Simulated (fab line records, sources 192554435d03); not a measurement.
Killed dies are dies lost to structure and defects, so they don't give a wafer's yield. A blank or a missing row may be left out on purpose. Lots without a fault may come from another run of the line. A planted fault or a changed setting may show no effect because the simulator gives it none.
A struck lot beside a sound one | flow n5_finfet | 16 steps out of a route of 1938
Sound: wafers L431.1, L431.3, L431.4. Struck: wafers L438.1, L438.5, L438.6. The cause comes at the end.
At each step with rows: each side's tool, then ch and its chambers, then its first start. Under that, the readings that differ: sound wafers | struck wafers | difference of the means | sigmas: that difference in standard deviations of wafers without a fault.
alike: readings whose means differ by less than 2 such deviations, and words and numbers that are the same on both sides. not compared: withheld readings, readings that some wafer has no value for, bounds like >300 that may hide the same value, and numbers for which the record gives no deviation and whose values overlap.
The two part at a step that has a row with sigmas, a row that says differs or no value, or rows on one side only. Numbers that don't overlap but have no deviation are shown without sigmas and don't part them. A reading that every wafer of one side lacks parts them only if that side has two wafers or more.

first, 1 step without rows for these wafers: N5_BEOL_M1_CMP_52 (polishes, stops on SiOC, t overpolish 6.8 s, target thk 40 nm).
N5_BEOL_M1_THK_MEAS_53: measures by xrf.
  sound on film_metro-01, day 7 09:56; struck on film_metro-02, day 9 05:59
  alike: M1_THK
N5_BEOL_M1_PRE_CLEAN_60: time 15 s.
  sound on cvd_co-02 ch 0,1, day 7 09:58; struck on cvd_co-01 ch 0,1,2, day 9 06:01
  alike: heater_power_w
then, 2 steps without rows for these wafers: N5_BEOL_M1_CO_CAP_55 (material Co, precursor CCTBA/H2, target thk 2 nm, time 102.1 s); N5_BEOL_M1_PRE_CLEAN_56 (time 15 s).
N5_BEOL_M1_DEP_57: deposits SiCN from 3MS/NH3, target thk 8 nm, time 14 s.
  sound on pecvd-03 ch 1,2, day 7 10:08; struck on pecvd-04 ch 1,2, day 9 06:12
  reading                         | sound             | struck            | difference | sigmas
  showerhead_plenum_p_Torr (Torr) | 3.680 3.680 3.685 | 3.644 3.661 3.645 | -0.032     | -3
  alike: throttle_valve_pct
N5_BEOL_M1_RS_MEAS_58: measures by four-point-probe.
  sound on film_metro-01, day 7 10:11; struck on film_metro-02, day 9 06:17
  alike: M1_RS
N5_BEOL_M1_INSPECT_59: inspects for defects (darkfield).
  sound on defect_inspect-01, day 7 10:13; struck on defect_inspect-01, day 9 06:19
  alike: raw_defect_count
N5_BEOL_M2_ILD_DEP_00: deposits SiOC from DEMS/O2, target thk 79 nm, time 15.3 s.
  sound on pecvd-02 ch 1,2, day 7 10:16; struck on pecvd-02 ch 1,2, day 9 06:21
  alike: heater_power_w, showerhead_plenum_p_Torr, throttle_valve_pct
N5_BEOL_M2_THK_MEAS_01:
  sound on film_metro-01, day 7 10:19; struck on film_metro-02, day 9 06:25
  alike: M2_ILD_THK
N5_BEOL_M2_PECVD_72: deposits SiO2 from TEOS/O2, target thk 16 nm, time 18 s.
  sound on pecvd-04 ch 1,2, day 7 10:22; struck on pecvd-02 ch 0,2, day 9 06:27
  alike: heater_power_w, showerhead_plenum_p_Torr, throttle_valve_pct
N5_BEOL_M2_HM_DEP_02: deposits TiN, target thk 20 nm.
  sound on pvd_sputter-03, day 7 10:55; struck on pvd_sputter-02, day 9 06:47
  alike: throttle_valve_pct
N5_BEOL_M2_COAT_61: time 60 s, resist thk 60 nm.
  sound on litho_track-01 ch 0, day 7 11:02; struck on litho_track-03 ch 0, day 9 06:55
  reading                  | sound                | struck               | difference | sigmas
  heater_power_total_W (W) | 500.7 498.0 499.9    | 522.9 518.7 522.3    | +21.8      | +12
  plate_temp_C (C)         | 249.86 249.95 249.88 | 258.21 258.11 258.28 | +8.30      | +44
then, 1 step without rows for these wafers: N5_BEOL_M2_COAT_62 (time 60 s, resist thk 12 nm).
N5_BEOL_M4_RC_MEAS_101:
  sound on prober-01 ch 0, day 8 18:53; struck on prober-02 ch 0, day 10 09:10
  alike: DIBL_N, DIBL_P, IOFF_N, IOFF_P, ION_N, ION_P, SS_N, SS_P, VT_N, VT_P
-- the record jumps here: 4 days lie between the struck wafers' starts before and after (it left off in module BEOL_M4 and takes up again in module PASSIVATION, whose first step shown is number 1936 of the route) --
N5_PASSIVATION_PROBE_49:
  sound on prober-01, day 12 22:36; struck on prober-01, day 14 08:34
  alike: defect_limited_yield, killed_at_M0_to_M3, killed_at_M4_up, killed_at_contacts, killed_at_front_end, killed_at_other, killed_dies, killed_open, killed_short, sort_bin_5_function, sort_bin_6_memory, sort_n_pass, sort_yield_pct

WHERE THEY PART
First at N5_BEOL_M1_DEP_57; last, within this record, at N5_BEOL_M2_COAT_61. Later steps at which nothing parts them and some readings are alike: N5_BEOL_M4_RC_MEAS_101, N5_PASSIVATION_PROBE_49.

WHY: what the simulator had put in
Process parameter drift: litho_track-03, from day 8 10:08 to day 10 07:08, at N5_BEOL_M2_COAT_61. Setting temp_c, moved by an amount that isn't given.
